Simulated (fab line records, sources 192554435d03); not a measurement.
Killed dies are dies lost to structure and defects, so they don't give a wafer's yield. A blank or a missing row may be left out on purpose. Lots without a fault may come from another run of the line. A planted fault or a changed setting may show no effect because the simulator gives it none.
Chamber matching | flow n5_finfet | N5_BEOL_M10_STRIP_67 on rie_diel-01: 4 sister chambers
The step strips in CF4. 24 wafers are shown with their chamber, then 12 later ones without.

WAFERS WITH THEIR CHAMBER
wafer  | chamber | drypump_motor_current_A (A) | showerhead_plenum_p_Torr (Torr) | throttle_valve_pct (%)
L077.1 | 0       | 6.0                         | 1.90                            | 13.52
L077.2 | 1       | 6.1                         | 1.75                            | 13.24
L077.3 | 3       | 5.3                         | 1.91                            | 13.69
L079.1 | 0       | 6.0                         | 1.90                            | 13.49
L079.3 | 3       | 5.3                         | 1.91                            | 13.67
L079.5 | 1       | 6.1                         | 1.75                            | 13.29
L080.4 | 3       | 5.3                         | 1.91                            | 13.68
L080.5 | 0       | 6.0                         | 1.90                            | 13.51
L080.6 | 1       | 6.1                         | 1.75                            | 13.26
L081.2 | 1       | 6.0                         | 1.75                            | 13.27
L081.3 | 0       | 6.0                         | 1.89                            | 13.52
L081.4 | 3       | 5.3                         | 1.91                            | 13.69
L084.2 | 1       | 6.1                         | 1.74                            | 13.31
L084.3 | 3       | 5.3                         | 1.90                            | 13.70
L084.6 | 2       | 5.9                         | 1.82                            | 13.21
L083.1 | 1       | 6.0                         | 1.74                            | 13.28
L083.4 | 0       | 6.0                         | 1.89                            | 13.54
L083.5 | 0       | 6.0                         | 1.89                            | 13.52
L085.3 | 3       | 5.3                         | 1.90                            | 13.73
L085.5 | 2       | 5.9                         | 1.82                            | 13.22
L085.6 | 1       | 6.1                         | 1.74                            | 13.29
L088.1 | 2       | 5.9                         | 1.82                            | 13.24
L088.5 | 2       | 5.9                         | 1.82                            | 13.25
L088.6 | 1       | 6.0                         | 1.74                            | 13.32

SIGNATURES (means of the wafers above)
reading                  | chamber 0 | chamber 1 | chamber 2 | chamber 3 | scatter within a chamber
drypump_motor_current_A  | 6.000     | 6.062     | 5.900     | 5.300     | 0.0306
showerhead_plenum_p_Torr | 1.8950    | 1.7450    | 1.8200    | 1.9067    | 0.00492
throttle_valve_pct       | 13.5167   | 13.2825   | 13.2300   | 13.6933   | 0.0215
Rule: a wafer's distance from a chamber is the root of the sum, over the readings, of the square of ((its reading less the chamber's mean) divided by the reading's scatter). The wafer belongs to the nearest chamber; if the next one is less than 2 further off, it can't be placed. The scatter: the root of (the sum of the squares of (reading less its chamber's mean) over the shown wafers, divided by (wafers less chambers)).

WAFERS WITHOUT THEIR CHAMBER
wafer  | drypump_motor_current_A (A) | showerhead_plenum_p_Torr (Torr) | throttle_valve_pct (%)
L090.1 | 5.3                         | 1.90                            | 13.75
L090.4 | 5.3                         | 1.90                            | 13.75
L090.5 | 6.1                         | 1.74                            | 13.32
L091.1 | 5.3                         | 1.90                            | 13.76
L091.4 | 6.0                         | 1.89                            | 13.57
L091.5 | 5.9                         | 1.81                            | 13.26
L095.3 | 6.0                         | 1.88                            | 13.59
L095.5 | 6.1                         | 1.74                            | 13.36
L095.6 | 5.9                         | 1.81                            | 13.29
L096.3 | 6.0                         | 1.88                            | 13.60
L096.4 | 5.3                         | 1.90                            | 13.78
L096.5 | 6.1                         | 1.74                            | 13.35

WHICH CHAMBER EACH WENT THROUGH
wafer  | from the rows above | in truth
L090.1 | 3                   | 3
L090.4 | 3                   | 3
L090.5 | 1                   | 1
L091.1 | 3                   | 3
L091.4 | 0                   | 0
L091.5 | 2                   | 2
L095.3 | 0                   | 0
L095.5 | 1                   | 1
L095.6 | 2                   | 2
L096.3 | 0                   | 0
L096.4 | 3                   | 3
L096.5 | 1                   | 1
Placed correctly: 12 of 12. Can't be placed from these rows: 0. Placed wrongly: 0.
